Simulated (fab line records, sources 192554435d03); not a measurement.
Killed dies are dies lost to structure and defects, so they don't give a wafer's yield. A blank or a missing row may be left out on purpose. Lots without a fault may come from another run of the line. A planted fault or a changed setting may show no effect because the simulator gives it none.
Split-lot experiment | flow n5_finfet | 7 lots, 21 wafers read, on a route of 1938 steps

THE SPLIT
At N5_MOL_CONTACT_COAG_EXPOSE_05 (exposes mask CA, defocus 0 nm), the setting dose_mj was moved away from the recipe's 38.25 on 7 of the 21 wafers read, by -6.2% to +4.1%. The other wafers ran this setting at the recipe's value.

FROM THE SPLIT TO THE READING: what the file shows between them, 2 steps
- N5_MOL_CONTACT_COAG_PEB_06: peb time 60 s
- N5_MOL_CONTACT_COAG_DEVELOP_07: develop time 30 s

THE READING
cd_nm, in nm, at N5_MOL_CONTACT_COAG_CD_MEAS_08 (target cd 28 nm). Fault-free wafers of this fab line usually give 27.99 nm, standard deviation 0.23 nm.

wafer  | tool, chamber at the split | dose_mj as run | against the recipe | cd_nm, nm | against lot-mates on the recipe
L076.1 | euv_scanner-02, 0          | 38.25          | recipe             | 28.13     | -
L076.2 | euv_scanner-02, 0          | 38.25          | recipe             | 27.71     | -
L076.6 | euv_scanner-02, 0          | 38.25          | recipe             | 27.81     | -
L077.2 | euv_scanner-02, 0          | 38.25          | recipe             | 28.11     | -
L077.4 | euv_scanner-02, 0          | 38.25          | recipe             | 28.11     | -
L077.5 | euv_scanner-02, 0          | 38.25          | recipe             | 27.93     | -
L081.4 | euv_scanner-02, 0          | 36.58          | -4.4%              | 27.17     | -0.82
L081.5 | euv_scanner-02, 0          | 38.25          | recipe             | 27.93     | -
L081.6 | euv_scanner-02, 0          | 38.25          | recipe             | 28.06     | -
L080.2 | euv_scanner-01, 0          | 38.25          | recipe             | 28.09     | -
L080.5 | euv_scanner-01, 0          | 38.25          | recipe             | 27.97     | -
L080.6 | euv_scanner-01, 0          | 38.25          | recipe             | 28.02     | -
L084.1 | euv_scanner-02, 0          | 35.86          | -6.2%              | 26.70     | -0.92
L084.4 | euv_scanner-02, 0          | 38.25          | recipe             | 27.60     | -
L084.5 | euv_scanner-02, 0          | 38.25          | recipe             | 27.63     | -
L085.2 | euv_scanner-01, 0          | 39.81          | +4.1%              | 28.64     | no lot-mate on the recipe
L085.3 | euv_scanner-01, 0          | 39.81          | +4.1%              | 28.88     | no lot-mate on the recipe
L085.5 | euv_scanner-01, 0          | 39.81          | +4.1%              | 28.86     | no lot-mate on the recipe
L095.1 | euv_scanner-02, 0          | 37.15          | -2.9%              | 26.77     | -1.25
L095.2 | euv_scanner-02, 0          | 38.25          | recipe             | 28.02     | -
L095.5 | euv_scanner-02, 0          | 37.15          | -2.9%              | 27.07     | -0.95

THE FIT
A straight line over all 21 wafers: cd_nm changes by +0.219 nm for each +1% of dose_mj; r = +0.94; the points scatter about the line by 0.21 nm.
The same after taking each lot's own level away (the mean of its wafers on the recipe; 18 wafers): +0.202 nm for each +1%; r = +0.87; scatter 0.23 nm.
On that fit, the largest move of dose_mj shifts the reading by 1.3 nm.
The lots' own levels span 27.615 to 28.050 nm, that is 1.9 times the standard deviation above.
So the lot-to-lot level changes the slope little: the two slopes agree.
Check: with one of the wafers moved furthest among these (-6.2%) left out of the fit, the line predicts -1.73 nm for it against its lot-mates. It came out at -0.915 nm against them.

OTHER SPLITS ON THESE WAFERS
These wafers also went through other splits before the reading. Each is held against what the fit with the lots' levels taken away leaves over:
other split on the same wafers | wafers away from the commonest value | r with cd_nm (lot level and that fit taken away)
N5_HKMG_FIN_COAT_43 spin_rpm   | 7                                    | -0.09
N5_GATE_CUT_COAT_27 spin_rpm   | 5                                    | -0.32
N5_GATE_CUT_DESCUM_18 time_s   | 6                                    | -0.06

THE WHOLE CHAIN: every reading that the file lists as answering this split, in the file's order
step                           | what it does                                                | reading                                                                        | change (the file's fit)               | r (the file's)
N5_MOL_CONTACT_COAG_CD_MEAS_08 | target cd 28 nm                                             | cd_nm                                                                          | +0.188 nm for each +1% of the setting | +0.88
N5_MOL_CONTACT_COAG_ETCH_59    | etches underlayer in N2/H2, target depth 13 nm, time 10.4 s | MOL_CONTACT_COAG.cd_offset_nm (the simulator's own value, which no gauge read) | +0.263 nm for each +1% of the setting | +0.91

THE FILE'S OWN FIT
cd_nm changes by +0.188 nm for each +1% of dose_mj, r = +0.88.
